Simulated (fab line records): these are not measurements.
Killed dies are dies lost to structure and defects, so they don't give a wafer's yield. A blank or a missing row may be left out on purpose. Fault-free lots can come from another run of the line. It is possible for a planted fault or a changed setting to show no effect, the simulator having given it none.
Which tool is to blame? -- flow nandHarc -- route of 1159 steps, sampled at 1 step: 24 lots, 72 wafers

WHAT THE GAUGES READ, wafer by wafer
NHARC_A_CHANNEL_FILL_D1_INSPECT_13.
lot,measured,on,rawDefectCount
L074,day 10 08:50,defectInspect-01,186 127 414
L075,day 10 19:32,defectInspect-02,197 288 223
L076,day 10 19:40,defectInspect-02,126 257 114
L078,day 11 08:02,defectInspect-02,324 469 451
L077,day 11 08:04,defectInspect-01,245 238 209
L079,day 11 20:20,defectInspect-01,377 403 134
L080,day 12 03:32,defectInspect-02,314 185 506
L081,day 12 03:36,defectInspect-01,1245 369 411
L083,day 12 14:41,defectInspect-02,258 217 268
L082,day 12 14:44,defectInspect-01,421 607 400
L084,day 12 21:31,defectInspect-02,184 216 168
L088,day 13 17:53,defectInspect-01,290 356 400
L086,day 13 21:28,defectInspect-01,771 181 390
L087,day 13 21:38,defectInspect-01,355 516 411
L089,day 14 02:41,defectInspect-01,433 245 220
L085,day 14 06:16,defectInspect-02,246 218 172
L091,day 14 20:46,defectInspect-01,184 309 234
L090,day 14 20:46,defectInspect-02,226 320 244
L092,day 15 00:35,defectInspect-02,416 197 548
L093,day 15 03:18,defectInspect-02,332 109 377
L094,day 15 10:04,defectInspect-02,300 264 134
L097,day 15 20:21,defectInspect-02,418 318 271
L096,day 15 20:31,defectInspect-01,495 318 329
L095,day 16 09:04,defectInspect-02,420 226 268

EACH LOT AND THE TOOL THAT RAN IT (in order: tool; ch and the chambers of the sampled wafers; start)
Record: no process step prior to these readings.

AS READ BY THE TOOLS THEMSELVES (means over the sampled wafers that have a number; for cases with no such wafer, the mark the record gives instead)
The record holds no such reading with a usual standard deviation.

THE ANSWER, worked out from the rows above alone
Rule: the lots themselves supply what counts as usual. Put in order of their means at a reading, lots are off if they are a third of the lots or fewer, leave a main group of 4 or more, and stand apart from it by a gap of 3 or more times the standard deviation of the main group's means; of several such gaps the widest counts. Not used: any main group whose means are identical at the precision the tables above print for the reading. Also off: a lot with no number at a reading for which 4 or more lots have one. Any other lot the step has rows for is counted as sound. First the gauges in route order, then the tools' own readings, where a lot's mean is used as printed above. The first step at which some lot is off is used, and at that step the reading that is off furthest; a lot without a number counts as furthest.
Across all readings shown, no lot is off: no conclusion can be drawn from this.

WHAT THE SIMULATOR HAD PUT IN
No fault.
